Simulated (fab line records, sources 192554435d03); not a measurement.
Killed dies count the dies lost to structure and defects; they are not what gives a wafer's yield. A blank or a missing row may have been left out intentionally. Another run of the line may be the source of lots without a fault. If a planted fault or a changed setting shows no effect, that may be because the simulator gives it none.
fab line records | flow n5-finfet
record: lots: 11 wafers: 33 last-day: 16
route steps=1938 shown BEOL_M6@1207 PASSIVATION@1936
lots that met no fault: from a run of the same line without faults
start-h: start of the lot's first displayed wafer, in hours after the record's first day | wait-h: hours from the lot's prior step to this one | " same as the row above | L1.1+2: several wafers, shown together as one row | - no value, or no start given | * or withheld: withheld | < > ~ a bound
route shown NAME@n: a module of which the file shows steps, and the number in the route of the first | usual: average and standard deviation across the fault-free wafers | same: alike in all rows | chamber/n: place in a boat | sites: readings site by site | _std_site: how widely they spread, as a standard deviation | _edge_site: mean of outer sites minus mean of inner sites | radius-mm: for every site, how far away it sits from the centre of the wafer | mask NAME#n: copy n | behind: the last tool/chamber to shape the wafer | hold: cause of the lot's hold/its duration in hours/its outcome | device: the n, p or np transistor that did not switch | end of line: tests of these same wafers at the route's end | step lacking rows: just its recipe | killed: the dies lost at the first sort to structure and to defects; this is not the yield of the wafer | map: the dies of a wafer, with x for killed, . for not killed, _ for no die there
set.NAME: setting as actually run; set.NAME@STEP: the setting as run at that earlier step | model.NAME: the simulator's own value behind a step, which no gauge read
route steps across a sampled set of lots; one table per step, one row per wafer
services: when a tool's chamber went out of use (start-h, in hours from the record's first day, below 0 if earlier), for how many hours, and the reason
== steps ==
step: N5_BEOL_M6_CD_MEAS_11
recipe: target-cd-nm: 38.5 landing-energy-ev: 500 detector: se-inlens polarity: opening
usual: cd-nm: 38.7/0.51
columns lot.wafer tool chamber start-h wait-h cd-nm
L741.1 cd-sem-03 0 191.56 - 38.3
L741.3 " 0 " " 39.1
L741.5 " 0 " " 39.5
L742.1 cd-sem-02 0 206.12 - 38.3
L742.4 " 0 " " 38.6
L742.5 " 0 " " 39.4
L743.1 cd-sem-03 0 206.28 - 39.7
L743.3 " 0 " " 38.8
L743.5 " 0 " " 39.1
L745.1 cd-sem-03 0 214.99 - 38.5
L745.3 " 0 " " 39.0
L745.5 " 0 " " 39.2
L747.1 cd-sem-03 0 223.66 - 38.1
L747.3 " 0 " " 38.5
L747.5 " 0 " " 38.5
L748.2 cd-sem-01 0 226.63 - 37.5
L748.3 " 0 " " 37.6
L748.5 " 0 " " 38.0
L752.1 cd-sem-01 0 256.85 - 38.5
L752.3 " 0 " " 38.7
L752.4 " 0 " " 38.1
L751.2 cd-sem-01 0 265.02 - 38.5
L751.3 " 0 " " 37.9
L751.4 " 0 " " 38.3
L754.2 cd-sem-02 0 265.45 - 38.5
L754.3 " 0 " " 38.1
L754.5 " 0 " " 38.3
L753.2 cd-sem-01 0 268.78 - 39.4
L753.3 " 0 " " 39.0
L753.5 " 0 " " 39.1
L755.1 cd-sem-03 0 282.04 - 39.2
L755.2 " 0 " " 38.8
L755.3 " 0 " " 39.4
step: N5_BEOL_M6_DESCUM_16
recipe: chemistry: O2 time-s: 7.9 source-power-w: 50 bias-power-w: 20 pressure-mtorr: 20 rf-frequency-hz: 2.712e+07 temp-c: 40 resist: CAR-ArF o2-flow-sccm: 225
usual: drypump-motor-current-A: 5.6/0.49 oes-product-au: 0.78/0.084 rf-vpp-V: 243.4/1.3 showerhead-plenum-p-Torr: 2.11/0.062 throttle-valve-pct: 20.52/0.25
columns lot.wafer tool chamber start-h wait-h drypump-motor-current-A oes-product-au rf-hours-counter-h rf-vpp-V showerhead-plenum-p-Torr throttle-valve-pct
L741.1 rie-diel-06 2 192.23 0.6 6.6 0.69 231 244.1 2.16 20.63
L741.3 " 1 " " 5.2 0.74 153 242.9 2.09 20.27
L741.5 " 1 " " 5.2 0.74 - 243.7 2.09 20.29
L742.1 rie-diel-01 3 206.30 0.1 5.2 0.72 215 243.9 2.17 21.02
L742.4 " 0 " " 5.2 0.82 71 240.5 2.03 20.43
L742.5 " 3 " " 5.2 0.72 - 243.6 2.17 21.02
L743.1 rie-diel-05 1 206.37 0.0 5.8 0.77 106 244.3 2.19 20.55
L743.3 " 0 " " 6.6 0.67 248 243.1 2.05 20.35
L743.5 " 2 " " 5.1 0.68 - 243.2 2.15 20.66
L745.1 rie-diel-06 0 215.08 0.0 4.9 0.84 58 241.0 2.06 20.58
L745.3 " 3 " " 5.8 0.73 172 242.7 2.09 20.72
L745.5 " 3 " " 5.8 0.72 - 243.0 2.09 20.71
L747.1 rie-diel-01 0 223.74 0.0 5.1 0.82 77 242.8 2.03 20.43
L747.3 " 3 " " 5.2 0.71 220 243.2 2.17 21.02
L747.5 " 3 " " 5.2 0.72 - 243.5 2.17 21.02
L748.2 rie-diel-01 0 226.75 0.0 5.1 0.81 78 242.2 2.03 20.45
L748.3 " 1 " " 5.9 0.91 24 244.0 2.05 20.36
L748.5 " 1 " " 5.9 0.91 - 242.8 2.05 20.35
L752.1 rie-diel-01 3 256.94 0.0 5.2 0.70 233 243.0 2.16 21.05
L752.3 " 0 " " 5.1 0.80 89 242.8 2.02 20.47
L752.4 " 1 " " 5.9 0.89 34 241.8 2.05 20.36
L751.2 rie-diel-01 0 265.66 0.6 5.1 0.79 92 242.1 2.02 20.46
L751.3 " 3 " " 5.2 0.70 236 243.1 2.16 21.06
L751.4 " 1 " " 5.9 0.88 37 242.3 2.05 20.37
L754.2 rie-diel-05 1 265.72 0.2 5.7 0.75 128 244.6 2.18 20.59
L754.3 " 0 " " 6.6 0.97 9 243.2 2.05 20.02
L754.5 " 0 " " 6.6 0.97 - 243.2 2.05 20.02
L753.2 rie-diel-01 0 269.05 0.2 5.2 0.78 93 244.2 2.02 20.46
L753.3 " 1 " " 5.9 0.88 38 241.8 2.04 20.40
L753.5 " 2 " " 6.1 0.70 - 243.7 2.17 20.73
L755.1 rie-diel-06 0 282.13 0.0 4.9 0.81 82 241.4 2.05 20.62
L755.2 " 3 " " 5.8 0.71 197 242.8 2.08 20.74
L755.3 " 1 " " 5.1 0.72 185 242.2 2.08 20.32
step: N5_BEOL_M6_EXPOSE_25
recipe: mask-id: V5 na: 0.33 source-shape: annular sigma-inner: 0.4 sigma-outer: 0.8 polarization: unpolarized target-cd-nm: 40 dose-mj: 45
usual: reticle-temp-C: 22.97/0.099 stage-msd-nm: 0.92/0.048
columns lot.wafer tool chamber start-h wait-h mask reticle-temp-C stage-msd-nm
L741.1 euv-scanner-01 0 193.20 - V5#0 22.97 0.96
L741.3 " 0 " " V5#0 22.91 0.96
L741.5 " 0 " " V5#0 22.96 0.96
L743.1 euv-scanner-02 0 209.22 - V5#0 22.70 0.86
L743.3 " 0 " " V5#0 22.73 0.86
L743.5 " 0 " " V5#0 23.03 0.86
L742.1 euv-scanner-02 0 209.40 - V5#0 22.95 0.86
L742.4 " 0 " " V5#0 22.99 0.87
L742.5 " 0 " " V5#0 22.86 0.86
L745.1 euv-scanner-02 0 216.09 - V5#0 23.01 0.86
L745.3 " 0 " " V5#0 22.87 0.87
L745.5 " 0 " " V5#0 23.03 0.86
L747.1 euv-scanner-02 0 226.70 - V5#0 23.12 0.87
L747.3 " 0 " " V5#0 22.96 0.86
L747.5 " 0 " " V5#0 23.01 0.86
L748.2 euv-scanner-01 0 228.17 - V5#0 23.00 0.96
L748.3 " 0 " " V5#0 22.93 0.96
L748.5 " 0 " " V5#0 22.97 0.96
L752.1 euv-scanner-02 0 260.41 - V5#0 23.11 0.87
L752.3 " 0 " " V5#0 23.01 0.87
L752.4 " 0 " " V5#0 23.00 0.87
L751.2 euv-scanner-01 0 267.41 - V5#0 23.03 0.96
L751.3 " 0 " " V5#0 23.05 0.96
L751.4 " 0 " " V5#0 22.96 0.96
L754.2 euv-scanner-01 0 267.46 - V5#0 22.88 0.96
L754.3 " 0 " " V5#0 22.88 0.96
L754.5 " 0 " " V5#0 22.92 0.96
L753.2 euv-scanner-01 0 270.39 - V5#0 23.15 0.96
L753.3 " 0 " " V5#0 23.09 0.96
L753.5 " 0 " " V5#0 22.84 0.96
L755.1 euv-scanner-02 0 283.91 - V5#0 22.89 0.87
L755.2 " 0 " " V5#0 22.86 0.87
L755.3 " 0 " " V5#0 22.83 0.87
step: N5_BEOL_M6_CD_MEAS_28
recipe: target-cd-nm: 40 landing-energy-ev: 500 detector: se-inlens
usual: cd-nm: 40.00/0.25
columns lot.wafer tool chamber start-h wait-h cd-nm
L741.1 cd-sem-03 0 193.34 - 40.35
L741.3 " 0 " " 40.29
L741.5 " 0 " " 40.22
L743.1 cd-sem-01 0 209.36 - 39.96
L743.3 " 0 " " 39.90
L743.5 " 0 " " 39.89
L742.1 cd-sem-01 0 209.54 - 40.29
L742.4 " 0 " " 39.74
L742.5 " 0 " " 39.62
L745.1 cd-sem-02 0 216.23 - 39.82
L745.3 " 0 " " 39.91
L745.5 " 0 " " 40.17
L747.1 cd-sem-01 0 226.83 - 40.19
L747.3 " 0 " " 40.03
L747.5 " 0 " " 39.88
L748.2 cd-sem-02 0 228.30 - 39.93
L748.3 " 0 " " 40.31
L748.5 " 0 " " 39.86
L752.1 cd-sem-02 0 260.54 - 39.92
L752.3 " 0 " " 39.91
L752.4 " 0 " " 39.95
L751.2 cd-sem-02 0 267.54 - 41.28
L751.3 " 0 " " 40.06
L751.4 " 0 " " 41.45
L754.2 cd-sem-01 0 267.59 - 41.58
L754.3 " 0 " " 39.85
L754.5 " 0 " " 41.52
L753.2 cd-sem-01 0 270.52 - 41.66
L753.3 " 0 " " 39.52
L753.5 " 0 " " 41.49
L755.1 cd-sem-01 0 284.05 - 40.11
L755.2 " 0 " " 40.07
L755.3 " 0 " " 40.41
step: N5_BEOL_M6_INSPECT_30
recipe: mode: adi inspect-instrument: brightfield
usual: raw-defect-count: 410/120
columns lot.wafer tool chamber start-h wait-h raw-defect-count
L741.1 defect-inspect-01 - 193.43 0.1 429
L741.3 " - " " 362
L741.5 " - " " 320
L743.1 defect-inspect-01 - 209.45 0.1 1212
L743.3 " - " " 453
L743.5 " - " " 534
L742.1 defect-inspect-02 - 209.62 0.1 400
L742.4 " - " " 448
L742.5 " - " " 386
L745.1 defect-inspect-01 - 216.31 0.1 311
L745.3 " - " " 285
L745.5 " - " " 262
L747.1 defect-inspect-02 - 226.92 0.1 364
L747.3 " - " " 326
L747.5 " - " " 381
L748.2 defect-inspect-02 - 228.38 0.0 395
L748.3 " - " " 381
L748.5 " - " " 421
L752.1 defect-inspect-02 - 260.64 0.1 442
L752.3 " - " " 449
L752.4 " - " " 502
L751.2 defect-inspect-01 - 267.63 0.0 476
L751.3 " - " " 316
L751.4 " - " " 362
L754.2 defect-inspect-02 - 267.67 0.0 519
L754.3 " - " " 296
L754.5 " - " " 397
L753.2 defect-inspect-02 - 270.61 0.0 314
L753.3 " - " " 469
L753.5 " - " " 348
L755.1 defect-inspect-01 - 284.14 0.1 617
L755.2 " - " " 555
L755.3 " - " " 445
step: N5_PASSIVATION_PROBE_49
usual: defect-limited-yield: 91.3/1.5 killed_at_M0_to_M3: 33/12 killed_at_M4_up: 13/5.2 killed-at-contacts: 13/6.7 killed-at-front-end: 40/11 killed-at-other: 4.1/2.7 killed-dies: 103/17 killed-open: 69/13 killed-short: 33/8.4 sort_bin_5_function: 5.1/1 sort_bin_6_memory: 3.2/0.62 sort-n-pass: 1077/17 sort-yield-pct: 91.3/1.5
same: gross-dies: 1180 killed-at-back-side: 0 sort_bin_4_leakage[%]: 0 sort_bin_8_speed[%]: 0
columns lot.wafer tool chamber start-h wait-h defect-limited-yield[%] killed_at_M0_to_M3 killed_at_M4_up killed-at-contacts killed-at-front-end killed-at-other killed-dies killed-open killed-short sort_bin_5_function[%] sort_bin_6_memory[%] sort-n-pass sort-yield-pct[%]
L741.1 prober-01 - 274.66 0.0 91.4 27 5 5 61 4 102 72 28 5.3 3.1 1078 91.4
L741.3 prober-01 - 274.76 0.1 91.4 30 4 16 51 1 102 67 31 5.3 3.2 1078 91.4
L741.5 prober-01 - 274.86 0.2 92.5 33 12 10 32 1 88 65 22 4.5 2.8 1092 92.5
L742.1 prober-02 - 297.92 0.0 90.8 15 8 20 55 10 108 64 40 5.8 3.0 1072 90.8
L742.4 prober-02 - 298.07 0.2 91.0 26 15 8 54 3 106 60 44 5.7 2.8 1074 91.0
L742.5 prober-02 - 298.12 0.2 91.1 19 10 17 49 10 105 68 37 5.6 2.9 1075 91.1
L743.1 prober-02 - 303.80 0.0 92.2 44 7 6 31 4 92 59 32 4.2 3.3 1088 92.2
L743.3 prober-02 - 303.90 0.1 90.5 44 19 12 31 6 112 75 36 5.4 3.7 1068 90.5
L743.5 prober-02 - 304.00 0.2 91.7 44 18 8 26 2 98 56 42 4.8 3.0 1082 91.7
L745.1 prober-01 - 311.91 0.0 89.2 42 9 28 39 10 128 85 42 6.2 3.8 1052 89.2
L745.3 prober-01 - 312.01 0.1 91.0 40 10 20 31 5 106 65 39 4.9 3.8 1074 91.0
L745.5 prober-01 - 312.11 0.2 93.0 36 8 14 18 7 83 61 22 4.1 2.6 1097 93.0
L747.1 prober-01 - 316.66 0.0 91.8 35 12 12 38 0 97 66 31 5.0 3.1 1083 91.8
L747.3 prober-01 - 316.76 0.1 88.9 38 17 19 54 3 131 87 44 6.2 4.4 1049 88.9
L747.5 prober-01 - 316.86 0.2 90.0 32 19 31 36 0 118 80 37 6.3 3.5 1062 90.0
L748.2 prober-02 - 319.40 0.1 90.8 23 14 12 57 3 109 74 35 5.6 3.1 1071 90.8
L748.3 prober-02 - 319.45 0.1 89.6 46 17 13 46 1 123 83 37 7.1 3.2 1057 89.6
L748.5 prober-02 - 319.55 0.2 92.7 15 6 11 52 2 86 56 30 4.9 2.1 1094 92.7
L752.1 prober-01 - 344.00 0.0 91.7 17 14 24 41 2 98 67 30 5.2 2.8 1082 91.7
L752.3 prober-01 - 344.10 0.1 90.8 16 13 15 62 3 109 84 25 5.3 3.6 1071 90.8
L752.4 prober-01 - 344.15 0.2 91.0 29 18 9 42 8 106 70 35 5.9 2.9 1074 91.0
L751.2 prober-01 - 358.59 0.8 91.9 22 12 18 42 1 95 63 32 5.0 2.6 1085 91.9
L751.3 prober-01 - 358.64 0.8 88.1 29 6 21 82 2 140 97 41 7.8 3.7 1040 88.1
L751.4 prober-01 - 358.69 0.9 92.0 20 8 23 39 4 94 66 27 4.4 3.2 1086 92.0
L753.2 prober-01 - 358.89 0.9 91.9 32 13 6 38 6 95 69 22 3.8 3.8 1085 91.9
L753.3 prober-01 - 358.94 1.0 92.0 26 16 5 41 6 94 59 33 5.3 2.4 1086 92.0
L753.5 prober-01 - 359.04 1.1 94.0 24 8 13 24 2 71 47 23 3.4 2.3 1109 94.0
L754.2 prober-02 - 363.75 0.1 90.1 42 19 3 49 4 117 76 39 5.5 3.9 1063 90.1
L754.3 prober-02 - 363.80 0.1 92.0 22 16 10 45 1 94 74 19 4.7 3.2 1086 92.0
L754.5 prober-02 - 363.90 0.2 91.3 37 6 9 48 3 103 73 30 5.3 3.1 1077 91.3
L755.1 prober-02 - 383.01 0.0 88.1 38 16 33 52 1 140 97 43 7.3 4.2 1040 88.1
L755.2 prober-02 - 383.06 0.1 89.7 39 16 21 45 0 121 73 47 6.0 4.1 1059 89.7
L755.3 prober-02 - 383.11 0.1 91.4 27 10 19 41 5 102 57 44 5.1 3.1 1078 91.4
killed by level:class
L741.1 FIN_SAQP:geometric-particle:open=27 FIN_SAQP:geometric-particle:short=13 STI_FIN_REVEAL:geometric-particle:open=7 BEOL_M3:geometric-particle:open=6 BEOL_M1:geometric-particle:open=6 BEOL_M2:geometric-particle:open=6 MOL_CONTACT_COAG:geometric-particle:open=4 GATE_CUT:geometric-particle:open=3
L741.3 FIN_SAQP:geometric-particle:open=26 BEOL_M3:geometric-particle:open=12 FIN_SAQP:geometric-particle:short=9 MOL_CONTACT_COAG:geometric-particle:open=9 MOL_CONTACT_COAG:geometric-particle:short=7 BEOL_M2:geometric-particle:open=6 BEOL_M2:geometric-particle:short=4 STI_FIN_REVEAL:geometric-particle:short=3
L741.5 BEOL_M2:geometric-particle:open=16 FIN_SAQP:geometric-particle:open=9 BEOL_M3:geometric-particle:open=8 MOL_CONTACT_COAG:geometric-particle:open=7 STI_FIN_REVEAL:geometric-particle:open=5 BEOL_M1:geometric-particle:open=4 FIN_SAQP:geometric-particle:short=3 MOL_CONTACT_COAG:geometric-particle:short=3
L742.1 FIN_SAQP:geometric-particle:open=17 MOL_CONTACT_COAG:geometric-particle:open=16 FIN_SAQP:geometric-particle:short=11 GATE_CUT:geometric-particle:short=9 STI_FIN_REVEAL:geometric-particle:open=5 BEOL_M0_SAQP:geometric-particle:open=5 MOL_CONTACT_COAG:geometric-particle:short=4 BEOL_M5:geometric-particle:open=4
L742.4 FIN_SAQP:geometric-particle:open=14 FIN_SAQP:geometric-particle:short=13 GATE_CUT:geometric-particle:short=9 STI_FIN_REVEAL:geometric-particle:open=7 MOL_CONTACT_COAG:geometric-particle:open=6 BEOL_M2:geometric-particle:open=5 BEOL_M3:geometric-particle:open=4 DUMMY_GATE:geometric-particle:open=3
L742.5 FIN_SAQP:geometric-particle:open=18 MOL_CONTACT_COAG:geometric-particle:open=14 STI_FIN_REVEAL:geometric-particle:open=7 BEOL_M0_SAQP:geometric-particle:open=7 GATE_CUT:geometric-particle:short=6 FIN_SAQP:geometric-particle:short=5 STI_FIN_REVEAL:geometric-particle:short=5 GATE_CUT:geometric-particle:open=3
L743.1 BEOL_M0_SAQP:geometric-particle:open=9 BEOL_M0_SAQP:geometric-particle:short=9 BEOL_M2:geometric-particle:open=9 FIN_SAQP:geometric-particle:open=7 BEOL_M1:geometric-particle:open=7 FIN_SAQP:geometric-particle:short=6 MOL_CONTACT_COAG:geometric-particle:open=6 STI_FIN_REVEAL:geometric-particle:open=4
L743.3 BEOL_M0_SAQP:geometric-particle:short=15 MOL_CONTACT_COAG:geometric-particle:open=10 FIN_SAQP:geometric-particle:open=9 STI_FIN_REVEAL:geometric-particle:open=7 BEOL_M0_SAQP:geometric-particle:open=6 BEOL_M1:geometric-particle:open=6 BEOL_M4:geometric-particle:open=5 FIN_SAQP:geometric-particle:short=4
L743.5 BEOL_M0_SAQP:geometric-particle:short=14 BEOL_M3:geometric-particle:open=10 BEOL_M0_SAQP:geometric-particle:open=8 FIN_SAQP:geometric-particle:short=7 MOL_CONTACT_COAG:geometric-particle:open=6 FIN_SAQP:geometric-particle:open=5 BEOL_M2:geometric-particle:open=5 BEOL_M5:geometric-particle:open=5
L745.1 MOL_CONTACT_COAG:geometric-particle:open=19 STI_FIN_REVEAL:geometric-particle:open=16 BEOL_M0_SAQP:geometric-particle:open=11 MOL_CONTACT_COAG:geometric-particle:short=9 BEOL_M1:geometric-particle:open=9 BEOL_M0_SAQP:geometric-particle:short=6 FIN_CUT:geometric-particle:short=4 BEOL_M1:geometric-particle:short=4
L745.3 MOL_CONTACT_COAG:geometric-particle:open=16 BEOL_M0_SAQP:geometric-particle:short=12 BEOL_M0_SAQP:geometric-particle:open=8 BEOL_M3:geometric-particle:open=7 GATE_CUT:geometric-particle:short=7 STI_FIN_REVEAL:geometric-particle:open=6 BEOL_M2:geometric-particle:open=5 MOL_CONTACT_COAG:geometric-particle:short=4
L745.5 MOL_CONTACT_COAG:geometric-particle:open=13 BEOL_M0_SAQP:geometric-particle:open=12 BEOL_M3:geometric-particle:open=7 BEOL_M0:geometric-particle:open=6 BEOL_M0_SAQP:geometric-particle:short=5 BEOL_M3:geometric-particle:short=4 STI_FIN_REVEAL:geometric-particle:open=3 MIM_TOP:geometric-particle:short=3
L747.1 STI_FIN_REVEAL:geometric-particle:open=12 BEOL_M0_SAQP:geometric-particle:short=11 FIN_SAQP:geometric-particle:open=7 DUMMY_GATE:geometric-particle:open=6 MOL_CONTACT_COAG:geometric-particle:open=6 MOL_CONTACT_COAG:geometric-particle:short=6 ILD0:geometric-particle:open=5 BEOL_M2:geometric-particle:open=5
L747.3 MOL_CONTACT_COAG:geometric-particle:open=14 DUMMY_GATE:geometric-particle:open=12 BEOL_M0_SAQP:geometric-particle:open=12 FIN_SAQP:geometric-particle:short=9 STI_FIN_REVEAL:geometric-particle:open=9 BEOL_M0_SAQP:geometric-particle:short=8 BEOL_M4:geometric-particle:open=7 BEOL_M1:geometric-particle:open=6
L747.5 MOL_CONTACT_COAG:geometric-particle:open=27 FIN_SAQP:geometric-particle:open=10 BEOL_M1:geometric-particle:open=9 FIN_SAQP:geometric-particle:short=8 BEOL_M4:geometric-particle:short=8 BEOL_M4:geometric-particle:open=7 BEOL_M2:geometric-particle:open=6 STI_FIN_REVEAL:geometric-particle:open=4
L748.2 FIN_SAQP:geometric-particle:open=23 FIN_SAQP:geometric-particle:short=12 MOL_CONTACT_COAG:geometric-particle:open=9 STI_FIN_REVEAL:geometric-particle:open=7 GATE_CUT:geometric-particle:short=5 BEOL_M0_SAQP:geometric-particle:open=5 BEOL_M0_SAQP:geometric-particle:short=5 DUMMY_GATE:geometric-particle:open=3
L748.3 FIN_SAQP:geometric-particle:short=16 BEOL_M0_SAQP:geometric-particle:open=12 BEOL_M3:geometric-particle:open=12 FIN_SAQP:geometric-particle:open=10 MOL_CONTACT_COAG:geometric-particle:open=9 STI_FIN_REVEAL:geometric-particle:open=8 BEOL_M2:geometric-particle:open=7 BEOL_M7:geometric-particle:open=5
L748.5 FIN_SAQP:geometric-particle:open=17 MOL_CONTACT_COAG:geometric-particle:open=11 STI_FIN_REVEAL:geometric-particle:open=8 GATE_CUT:geometric-particle:short=8 FIN_SAQP:geometric-particle:short=6 GATE_CUT:geometric-particle:open=3 BEOL_M0_SAQP:geometric-particle:short=3 BEOL_M1:geometric-particle:open=3
L752.1 MOL_CONTACT_COAG:geometric-particle:open=19 FIN_SAQP:geometric-particle:open=11 BEOL_M4:geometric-particle:open=8 STI_FIN_REVEAL:geometric-particle:open=7 MOL_CONTACT_COAG:geometric-particle:short=5 FIN_SAQP:geometric-particle:short=4 DUMMY_GATE:geometric-particle:short=4 GATE_CUT:geometric-particle:short=4
L752.3 FIN_SAQP:geometric-particle:open=20 STI_FIN_REVEAL:geometric-particle:open=12 MOL_CONTACT_COAG:geometric-particle:open=11 FIN_SAQP:geometric-particle:short=8 BEOL_M3:geometric-particle:open=8 DUMMY_GATE:geometric-particle:open=7 BEOL_M4:geometric-particle:open=5 MOL_CONTACT_COAG:geometric-particle:short=4
L752.4 STI_FIN_REVEAL:geometric-particle:open=9 MOL_CONTACT_COAG:geometric-particle:open=7 BEOL_M2:geometric-particle:open=7 STARTING-WAFER:geometric-particle:open=6 BEOL_M0_SAQP:geometric-particle:short=5 BEOL_M1:geometric-particle:open=5 BEOL_M5:geometric-particle:open=5 PASS1_CAP:geometric-particle:short=5
L751.2 MOL_CONTACT_COAG:geometric-particle:open=14 FIN_SAQP:geometric-particle:short=10 FIN_SAQP:geometric-particle:open=8 BEOL_M1:geometric-particle:open=7 BEOL_M2:geometric-particle:open=7 GATE_CUT:geometric-particle:short=6 BEOL_M4:geometric-particle:open=6 MOL_CONTACT_COAG:geometric-particle:short=4
L751.3 STI_FIN_REVEAL:geometric-particle:open=31 MOL_CONTACT_COAG:geometric-particle:open=14 BEOL_M3:geometric-particle:open=11 FIN_SAQP:geometric-particle:short=7 MOL_CONTACT_COAG:geometric-particle:short=7 DUMMY_GATE:geometric-particle:open=6 GATE_CUT:geometric-particle:short=6 FIN_SAQP:geometric-particle:open=5
L751.4 MOL_CONTACT_COAG:geometric-particle:open=20 GATE_CUT:geometric-particle:short=13 STI_FIN_REVEAL:geometric-particle:open=9 BEOL_M2:geometric-particle:open=8 BEOL_M1:geometric-particle:open=5 FIN_SAQP:geometric-particle:open=4 MOL_CONTACT_COAG:geometric-particle:short=3 BEOL_M3:geometric-particle:open=3
L753.2 FIN_SAQP:geometric-particle:open=13 BEOL_M0_SAQP:geometric-particle:open=9 BEOL_M2:geometric-particle:open=7 SPACER0:geometric-particle:open=6 MOL_CONTACT_COAG:geometric-particle:open=5 BEOL_M0_SAQP:geometric-particle:short=5 BEOL_M4:geometric-particle:open=5 BEOL_M3:geometric-particle:open=5
L753.3 STI_FIN_REVEAL:geometric-particle:open=17 BEOL_M2:geometric-particle:open=9 BEOL_M0_SAQP:geometric-particle:short=8 STI_FIN_REVEAL:geometric-particle:short=5 BEOL_M7:geometric-particle:open=5 FIN_SAQP:geometric-particle:short=4 BEOL_M4:geometric-particle:open=4 MOL_CONTACT_COAG:geometric-particle:short=3
L753.5 MOL_CONTACT_COAG:geometric-particle:open=12 BEOL_M2:geometric-particle:open=12 STI_FIN_REVEAL:geometric-particle:open=8 BEOL_M0_SAQP:geometric-particle:short=6 FIN_SAQP:geometric-particle:short=4 BEOL_M2:geometric-particle:short=4 STARTING-WAFER:geometric-particle:short=4 DUMMY_GATE:geometric-particle:open=2
L754.2 STI_FIN_REVEAL:geometric-particle:open=12 FIN_SAQP:geometric-particle:short=11 FIN_SAQP:geometric-particle:open=8 BEOL_M1:geometric-particle:open=7 BEOL_M3:geometric-particle:open=7 BEOL_M4:geometric-particle:open=7 BEOL_M0:geometric-particle:open=6 BEOL_M2:geometric-particle:open=6
L754.3 STI_FIN_REVEAL:geometric-particle:open=21 MOL_CONTACT_COAG:geometric-particle:open=8 BEOL_M3:geometric-particle:open=7 BEOL_M4:geometric-particle:open=7 FIN_SAQP:geometric-particle:open=6 BEOL_M2:geometric-particle:open=5 BEOL_M0_SAQP:geometric-particle:open=4 FIN_SAQP:geometric-particle:short=3
L754.5 STI_FIN_REVEAL:geometric-particle:open=11 MOL_CONTACT_COAG:geometric-particle:open=8 BEOL_M2:geometric-particle:open=8 BEOL_M3:geometric-particle:open=7 FIN_SAQP:geometric-particle:open=6 BEOL_M1:geometric-particle:open=6 BEOL_M0:geometric-particle:open=6 FIN_SAQP:geometric-particle:short=5
L755.1 MOL_CONTACT_COAG:geometric-particle:open=29 BEOL_M0_SAQP:geometric-particle:short=13 FIN_SAQP:geometric-particle:open=11 STI_FIN_REVEAL:geometric-particle:open=10 BEOL_M0_SAQP:geometric-particle:open=10 STI_FIN_REVEAL:geometric-particle:short=6 BEOL_M1:geometric-particle:open=6 BEOL_M4:geometric-particle:open=6
L755.2 MOL_CONTACT_COAG:geometric-particle:open=17 BEOL_M0_SAQP:geometric-particle:short=16 FIN_SAQP:geometric-particle:open=10 BEOL_M0_SAQP:geometric-particle:open=8 BEOL_M1:geometric-particle:open=5 STI_FIN_REVEAL:geometric-particle:open=5 GATE_CUT:geometric-particle:short=5 ILD0:geometric-particle:open=5
L755.3 MOL_CONTACT_COAG:geometric-particle:open=18 BEOL_M0_SAQP:geometric-particle:short=9 FIN_SAQP:geometric-particle:short=7 STI_FIN_REVEAL:geometric-particle:open=6 BEOL_M2:geometric-particle:open=6 FIN_SAQP:geometric-particle:open=5 BEOL_M8:geometric-particle:short=4 ILD0:geometric-particle:short=4
== services ==
columns tool chamber start-h hours kind
euv-scanner-01 - 170.04 1.0 pm
euv-scanner-01 - 175.00 4.6 pm
euv-scanner-02 - 184.17 12.2 repair
rie-diel-01 1 194.65 3.8 repair
euv-scanner-01 - 203.26 17.3 pm
rie-diel-05 1 208.51 1.2 repair
rie-diel-05 0 212.49 - clean
rie-diel-05 0 212.49 - consumable-replace:focus-ring
rie-diel-05 0 212.49 26.6 scheduled-down
rie-diel-05 0 212.49 26.6 vent-cycle
euv-scanner-01 - 224.92 2.9 repair
euv-scanner-02 - 227.82 1.0 pm
euv-scanner-01 - 228.83 1.0 pm
rie-diel-06 - 229.49 2.8 pm
euv-scanner-01 - 236.12 0.6 repair
euv-scanner-02 - 244.40 4.6 pm
rie-diel-06 2 245.69 - clean
rie-diel-06 2 245.69 - consumable-replace:focus-ring
rie-diel-06 2 245.69 18.1 scheduled-down
rie-diel-06 2 245.69 18.1 vent-cycle
rie-diel-05 1 251.98 3.1 repair
euv-scanner-02 - 265.35 1.9 repair
euv-scanner-02 - 271.09 1.0 pm
euv-scanner-01 - 282.34 1.0 pm
== key ==
first-sign: step: N5_BEOL_M6_CD_MEAS_28 reading: cd-nm direction: up sigmas: 6.1 usual: 40.00 struck: 41.49
effect none on later readings
met-at N5_BEOL_M6_EXPOSE_25
struck-lots L751,L753,L754
struck-wafers L751.2,L751.4,L753.2,L753.5,L754.2,L754.5
not-acting-at N5_BEOL_M6_CD_MEAS_11,N5_BEOL_M6_DESCUM_16,N5_BEOL_M6_INSPECT_30
fault: kind: process-parameter-drift tool: euv-scanner-01 chamber: - onset-h: 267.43 steps: N5_BEOL_M6_EXPOSE_25 channel: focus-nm offset: 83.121 shape: step end-h: 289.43 scope: struck-wafers-only
